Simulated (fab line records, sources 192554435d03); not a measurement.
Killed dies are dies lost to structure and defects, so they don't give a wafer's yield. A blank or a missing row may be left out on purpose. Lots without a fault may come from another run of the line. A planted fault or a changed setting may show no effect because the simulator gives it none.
Which tool did it? | flow n5_finfet | 21 lots, 63 wafers sampled, at 2 steps of a route of 1938

WHAT THE GAUGES READ, wafer by wafer
N5_MOL_CONTACT_COAG_CD_MEAS_40: target cd 25.1 nm.
lot  | measured     | on        | cd_nm (nm)
L074 | day 5 03:13  | cd_sem-01 | 25.01 25.05 24.74
L075 | day 5 11:29  | cd_sem-01 | 24.83 25.17 24.90
L076 | day 5 17:37  | cd_sem-03 | 25.33 24.65 25.00
L077 | day 6 00:19  | cd_sem-02 | 25.28 25.59 25.23
L078 | day 6 04:52  | cd_sem-02 | 25.28 25.48 24.91
L079 | day 6 11:49  | cd_sem-02 | 24.52 24.46 25.11
L081 | day 6 23:35  | cd_sem-01 | 25.03 25.22 24.80
L082 | day 7 05:34  | cd_sem-02 | 24.87 25.42 25.13
L083 | day 7 16:12  | cd_sem-02 | 25.05 25.32 25.29
L084 | day 7 17:06  | cd_sem-02 | 24.93 25.11 24.71
L085 | day 8 00:14  | cd_sem-01 | 25.16 24.74 25.27
L086 | day 8 02:21  | cd_sem-01 | 25.44 25.63 25.55
L087 | day 8 09:32  | cd_sem-02 | 25.47 25.86 25.69
L088 | day 8 20:05  | cd_sem-02 | 25.07 24.99 25.08
L090 | day 9 00:41  | cd_sem-01 | 25.40 25.22 25.43
L092 | day 9 14:11  | cd_sem-03 | 25.20 25.20 25.07
L093 | day 9 22:16  | cd_sem-01 | 25.09 25.24 25.11
L094 | day 10 03:37 | cd_sem-03 | 25.21 25.06 24.79
L095 | day 10 11:10 | cd_sem-03 | 24.73 25.07 25.43
L096 | day 10 20:17 | cd_sem-02 | 25.00 25.49 25.59
L097 | day 10 23:04 | cd_sem-03 | 25.82 25.50 24.93

WHICH TOOL RAN EACH LOT (tool, then ch and the chambers of the sampled wafers, then the start)
lot  | N5_MOL_CONTACT_COAG_VIA_ETCH_46
L074 | rie_diel-02 ch 0,1,2, day 5 02:26
L075 | rie_diel-06 ch 1,3, day 5 10:50
L076 | rie_diel-06 ch 2,3, day 5 16:58
L077 | rie_diel-05 ch 0,2, day 5 23:39
L078 | rie_diel-05 ch 1,2, day 6 04:13
L079 | rie_diel-05 ch 0,1, day 6 11:01
L081 | rie_diel-06 ch 0,1,2, day 6 22:49
L082 | rie_diel-05 ch 0,2,3, day 7 04:55
L083 | rie_diel-02 ch 0,2,3, day 7 15:34
L084 | rie_diel-05 ch 0,2,3, day 7 16:26
L085 | rie_diel-05 ch 0,1,2, day 7 23:34
L086 | rie_diel-02 ch 0,2, day 8 01:32
L087 | rie_diel-06 ch 0,1, day 8 08:53
L088 | rie_diel-05 ch 0,1,2, day 8 19:26
L090 | rie_diel-06 ch 0,1,2, day 9 00:02
L092 | rie_diel-06 ch 0,2,3, day 9 13:32
L093 | rie_diel-05 ch 0,3, day 9 21:29
L094 | rie_diel-06 ch 0,3, day 10 02:57
L095 | rie_diel-02 ch 0,1,3, day 10 10:23
L096 | rie_diel-06 ch 0,1,2, day 10 19:37
L097 | rie_diel-06 ch 0,1,2, day 10 22:24
- N5_MOL_CONTACT_COAG_VIA_ETCH_46: etches SiO2 in C4F6/O2, target depth 46 nm, overetch 9.2 nm, time 40 s.

WHAT THE TOOLS THEMSELVES READ (means of the sampled wafers that have a number; where no wafer has one, the mark that the record gives instead)
N5_MOL_CONTACT_COAG_VIA_ETCH_46.
lot  | tool        | C4F6_flow_sccm (sccm) | drypump_motor_current_A (A) | oes_product_au (a.u.) | rf_fwd_power_W (W) | rf_vpp_V (V) | showerhead_plenum_p_Torr (Torr) | throttle_valve_pct (%)
L074 | rie_diel-02 | 9.98                  | 5.2                         | 0.72                  | 323.4              | 1593         | 2.90                            | 40.4
L075 | rie_diel-06 | 10.00                 | 5.6                         | 0.63                  | 323.3              | 1540         | 2.89                            | 41.3
L076 | rie_diel-06 | 9.95                  | 5.9                         | 0.71                  | 322.2              | 1596         | 2.86                            | 40.5
L077 | rie_diel-05 | 10.01                 | 6.2                         | 0.80                  | 322.9              | 1598         | 2.93                            | 41.0
L078 | rie_diel-05 | 10.01                 | 5.8                         | 0.69                  | 322.9              | 1555         | 2.89                            | 41.2
L079 | rie_diel-05 | 10.01                 | 5.5                         | 0.69                  | 324.0              | 1564         | 2.77                            | 40.7
L081 | rie_diel-06 | 10.01                 | 5.6                         | 0.75                  | 323.0              | 1589         | 2.89                            | 41.1
L082 | rie_diel-05 | 10.00                 | 5.9                         | 0.79                  | 322.1              | 1600         | 2.84                            | 41.1
L083 | rie_diel-02 | 10.00                 | 5.6                         | 0.69                  | 322.5              | 1566         | 2.87                            | 40.4
L084 | rie_diel-05 | 10.02                 | 5.9                         | 0.79                  | 322.0              | 1601         | 2.84                            | 41.1
L085 | rie_diel-05 | 10.00                 | 5.8                         | 0.72                  | 321.8              | 1573         | 2.86                            | 41.0
L086 | rie_diel-02 | 10.01                 | 5.0                         | 0.72                  | 322.7              | 1586         | 2.92                            | 40.1
L087 | rie_diel-06 | 9.98                  | 5.3                         | 0.67                  | 322.7              | 1553         | 2.87                            | 41.4
L088 | rie_diel-05 | 10.02                 | 5.8                         | 0.72                  | 323.3              | 1571         | 2.85                            | 41.0
L090 | rie_diel-06 | 10.00                 | 5.6                         | 0.72                  | 322.2              | 1588         | 2.89                            | 41.1
L092 | rie_diel-06 | 9.98                  | 5.6                         | 0.79                  | 323.2              | 1608         | 2.84                            | 40.4
L093 | rie_diel-05 | 10.01                 | 5.6                         | 0.78                  | 323.2              | 1602         | 2.75                            | 41.1
L094 | rie_diel-06 | 10.02                 | 5.4                         | 0.81                  | 322.4              | 1590         | 2.76                            | 40.0
L095 | rie_diel-02 | 10.02                 | 5.8                         | 0.66                  | 324.1              | 1572         | 2.83                            | 40.7
L096 | rie_diel-06 | 10.00                 | 5.6                         | 0.79                  | 323.2              | 1588         | 2.88                            | 40.5
L097 | rie_diel-06 | 9.99                  | 5.6                         | 0.78                  | 322.1              | 1587         | 2.88                            | 40.5

THE ANSWER, worked out from the rows above alone
Rule: what is usual is taken from the lots themselves. Put in order of their means at a reading, lots are off if they are a third of the lots or fewer, leave a main group of 4 or more, and stand apart from it by a gap of 3 or more times the standard deviation of the main group's means; of several such gaps the widest counts. A main group whose means are all the same, to the digits that the tables above print for the reading, isn't used. A lot without any number at a reading at which 4 lots or more have one is off too. The other lots that the step has rows for count as sound. The gauges are gone through in route order, then the tools' own readings, and for those a lot's mean is taken as printed above. The first step at which some lot is off is used, and at that step the reading that is off furthest; a lot without a number counts as furthest.
No lot is off at any reading shown: from this, nothing can be told.

WHAT THE SIMULATOR HAD PUT IN
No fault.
